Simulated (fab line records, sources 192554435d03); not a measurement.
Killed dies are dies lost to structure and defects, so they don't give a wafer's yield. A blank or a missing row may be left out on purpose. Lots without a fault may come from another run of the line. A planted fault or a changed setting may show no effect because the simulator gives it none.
Split-lot experiment | flow n5_finfet | 7 lots, 21 wafers read, on a route of 1938 steps

THE SPLIT
At N5_BEOL_M15_EXPOSE_07 (exposes mask V14), the setting dose_mj was moved away from the recipe's 41.25 on 7 of the 21 wafers read, by -2.8% to +5.3%. The other wafers ran this setting at the recipe's value.

FROM THE SPLIT TO THE READING: what the file shows between them, 10 steps
- N5_BEOL_M15_PEB_08: peb time 90 s
- N5_BEOL_M15_DEVELOP_09: develop time 45 s
- N5_BEOL_M15_HARDBAKE_14: time 120 s
- N5_BEOL_M15_CD_MEAS_10: target cd 360 nm
- N5_BEOL_M15_DESCUM_15: chemistry O2, time 7.9 s
- N5_BEOL_M15_ETCH_59: etches BARC in N2/H2, target depth 89 nm, overetch 26.7 nm, time 67.9 s
- N5_BEOL_M15_VIA_ETCH_16: etches SiO2 in C4F8/O2/Ar, target depth 1792.2 nm
- N5_BEOL_M15_STRIP_63: strips in O2
- N5_BEOL_M15_STRIP_65: strips in post etch residue remover, time 60 s
- N5_BEOL_M15_SRD_66: time 30 s, dry time 30 s

THE READING
cd_nm, in nm, at N5_BEOL_M15_CD_MEAS_17 (target cd 360 nm). Fault-free wafers of this fab line usually give 361.3 nm, standard deviation 2.2 nm.

wafer  | tool, chamber at the split | dose_mj as run | against the recipe | cd_nm, nm | against lot-mates on the recipe
L074.3 | krf_scanner-01, 0          | 41.25          | recipe             | 362.1     | -
L074.5 | krf_scanner-01, 0          | 41.25          | recipe             | 361.1     | -
L074.6 | krf_scanner-01, 0          | 41.25          | recipe             | 360.0     | -
L079.1 | krf_scanner-01, 0          | 43.42          | +5.3%              | 367.6     | +9.4
L079.3 | krf_scanner-01, 0          | 43.42          | +5.3%              | 366.7     | +8.5
L079.6 | krf_scanner-01, 0          | 41.25          | recipe             | 358.2     | -
L086.2 | krf_scanner-02, 0          | 41.25          | recipe             | 359.7     | -
L086.5 | krf_scanner-02, 0          | 41.25          | recipe             | 361.2     | -
L086.6 | krf_scanner-02, 0          | 41.25          | recipe             | 359.9     | -
L085.4 | krf_scanner-01, 0          | 43.27          | +4.9%              | 366.3     | +3.1
L085.5 | krf_scanner-01, 0          | 43.27          | +4.9%              | 370.5     | +7.3
L085.6 | krf_scanner-01, 0          | 41.25          | recipe             | 363.2     | -
L088.1 | krf_scanner-02, 0          | 40.1           | -2.8%              | 357.9     | -5.8
L088.5 | krf_scanner-02, 0          | 41.25          | recipe             | 362.6     | -
L088.6 | krf_scanner-02, 0          | 41.25          | recipe             | 364.7     | -
L092.2 | krf_scanner-01, 0          | 41.25          | recipe             | 363.7     | -
L092.5 | krf_scanner-01, 0          | 41.25          | recipe             | 362.9     | -
L092.6 | krf_scanner-01, 0          | 41.25          | recipe             | 361.9     | -
L096.2 | krf_scanner-02, 0          | 41.25          | recipe             | 360.3     | -
L096.5 | krf_scanner-02, 0          | 42.88          | +4.0%              | 362.1     | +1.8
L096.6 | krf_scanner-02, 0          | 42.88          | +4.0%              | 365.2     | +4.9

THE FIT
A straight line over all 21 wafers: cd_nm changes by +1.1 nm for each +1% of dose_mj; r = +0.81; the points scatter about the line by 1.9 nm.
The same after taking each lot's own level away (the mean of its wafers on the recipe; 21 wafers): +1.36 nm for each +1%; r = +0.91; scatter 1.5 nm.
On that fit, the largest move of dose_mj shifts the reading by 7.2 nm.
The lots' own levels span 358.20 to 363.65 nm, that is 2.5 times the standard deviation above.
So the lot-to-lot level changes the slope: the two fits differ.
Check: with one of the wafers moved furthest among these (+5.3%) left out of the fit, the line predicts +6.32 nm for it against its lot-mates. It came out at +9.4 nm against them.

OTHER SPLITS ON THESE WAFERS
These wafers also went through other splits before the reading. Each is held against what the fit with the lots' levels taken away leaves over:
other split on the same wafers    | wafers away from the commonest value | r with cd_nm (lot level and that fit taken away)
N5_BEOL_M14_TRENCH_ETCH_34 time_s | 9                                    | +0.10
N5_BEOL_M15_COAT_58 spin_rpm      | 7                                    | +0.05

THE WHOLE CHAIN: every reading that the file lists as answering this split, in the file's order
step                   | what it does     | reading | change (the file's fit)              | r (the file's)
N5_BEOL_M15_CD_MEAS_10 | target cd 360 nm | cd_nm   | +1.43 nm for each +1% of the setting | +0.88
N5_BEOL_M15_CD_MEAS_17 | target cd 360 nm | cd_nm   | +1.35 nm for each +1% of the setting | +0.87

THE FILE'S OWN FIT
cd_nm changes by +1.35 nm for each +1% of dose_mj, r = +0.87.
